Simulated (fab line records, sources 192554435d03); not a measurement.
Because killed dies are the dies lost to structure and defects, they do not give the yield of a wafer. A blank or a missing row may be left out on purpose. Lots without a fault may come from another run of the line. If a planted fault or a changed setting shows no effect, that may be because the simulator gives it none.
Matching of chambers ; flow n5Finfet ; N5_PMOS_HMC_CHANNEL_EPI_DESCUM_14 on rieDiel-05 has 4 sister chambers
The step chemistry O2, time 7.9 s. 18 wafers are shown with their chamber, then 9 later ones without.

WAFERS, EACH WITH ITS CHAMBER
wafer;chamber;drypumpMotorCurrentA (A);showerheadPlenumPTorr (Torr);oesProductAu (a.u.)
L075.1;3;6.1;2.06;0.85
L075.3;0;6.1;2.14;0.91
L075.5;3;6.1;2.06;0.85
L080.2;2;5.3;2.19;0.74
L080.3;1;6.4;2.18;0.69
L080.4;0;6.1;2.13;0.90
L081.2;3;6.1;2.05;0.83
L081.4;1;6.3;2.17;0.70
L081.5;3;6.1;2.05;0.84
L084.2;3;6.1;2.05;0.82
L084.5;3;6.1;2.05;0.82
L084.6;2;5.3;2.18;0.74
L087.1;3;6.1;2.05;0.81
L087.3;0;6.1;2.13;0.87
L087.5;1;6.3;2.17;0.69
L088.1;2;5.3;2.18;0.73
L088.2;1;6.3;2.17;0.69
L088.4;0;6.0;2.13;0.87

SIGNATURES (means of the wafers above)
reading;chamber 0;chamber 1;chamber 2;chamber 3;scatter within a chamber
drypumpMotorCurrentA;6.075;6.325;5.300;6.100;0.0327
showerheadPlenumPTorr;2.1325;2.1725;2.1833;2.0529;0.00507
oesProductAu;0.8875;0.6925;0.7367;0.8314;0.0144
Rule: for a wafer and a chamber, the distance is found by dividing, reading by reading, the gap between the wafer's reading and the chamber's mean by the reading's scatter, squaring, summing and taking the root. If the next closest chamber is less than 2 further off than the closest, the wafer can't be placed; otherwise it belongs to the closest. The scatter: take each reading less its chamber's mean, square it, sum over the shown wafers, divide by the number of wafers less the number of chambers, and take the root.

WAFERS WITH NO CHAMBER GIVEN
wafer;drypumpMotorCurrentA (A);showerheadPlenumPTorr (Torr);oesProductAu (a.u.)
L089.2;6.1;2.13;0.86
L089.3;6.3;2.17;0.68
L089.5;6.3;2.17;0.68
L090.2;6.2;2.05;0.82
L090.3;6.1;2.13;0.86
L090.4;5.3;2.18;0.73
L095.1;5.3;2.18;0.72
L095.4;6.1;2.04;0.81
L095.5;5.3;2.18;0.72

CHAMBER TAKEN BY EACH
wafer;from the rows above;in truth
L089.2;0;0
L089.3;1;1
L089.5;1;1
L090.2;3;3
L090.3;0;0
L090.4;2;2
L095.1;2;2
L095.4;3;3
L095.5;2;2
Correctly placed: 9 of 9. From these rows, 0 cannot be placed. 0 placed wrongly.
